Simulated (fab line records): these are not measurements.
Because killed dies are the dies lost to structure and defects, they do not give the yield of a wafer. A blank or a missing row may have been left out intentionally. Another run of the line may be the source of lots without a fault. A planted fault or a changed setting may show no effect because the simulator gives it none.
Chamber matching + flow n5-finfet + 4 sister chambers for N5_HKMG_FIN_PWFM_ALD_03 on ald-metal-04
The step deposits TiN, target thk 2 nm, pulse time 1 s, purge time 3 s. 4 wafers are shown with their chamber, then 8 later ones without.

WAFERS, EACH WITH ITS CHAMBER
| wafer  | chamber | heater-power-w (W) |
|--------|---------|--------------------|
| L075.5 | 3       | 748                |
| L083.3 | 2       | 955                |
| L088.4 | 1       | 832                |
| L089.1 | 0       | 807                |

WAFERS WITH NO CHAMBER GIVEN
| wafer  | heater-power-w (W) |
|--------|--------------------|
| L089.4 | 954                |
| L089.6 | 769                |
| L093.4 | 948                |
| L093.5 | 861                |
| L093.6 | 755                |
| L097.2 | 962                |
| L097.5 | 939                |
| L097.6 | 848                |

EACH ONE'S CHAMBER
| wafer  | from the rows above     | in truth |
|--------|-------------------------|----------|
| L089.4 | 2                       | 2        |
| L089.6 | can't be placed: 3 or 0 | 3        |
| L093.4 | 2                       | 2        |
| L093.5 | can't be placed: 1 or 0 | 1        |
| L093.6 | 3                       | 3        |
| L097.2 | 2                       | 2        |
| L097.5 | 2                       | 2        |
| L097.6 | can't be placed: 1 or 0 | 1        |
5 of 8 placed correctly. These rows do not allow placing 3 (true chamber among the candidates in 3). Placed wrongly: 0.
How it was worked out, from the rows above alone: a wafer's distance from a chamber is the root of the sum, over the readings, of the square of ((its reading less the chamber's mean) divided by the reading's scatter). The wafer belongs to the nearest chamber; if the next one is less than 2 further off, it can't be placed. Each chamber's mean is taken over the wafers shown for it. The scatter: root of mean squared gap, hidden wafer to nearest shown wafer, with one shown wafer a chamber.
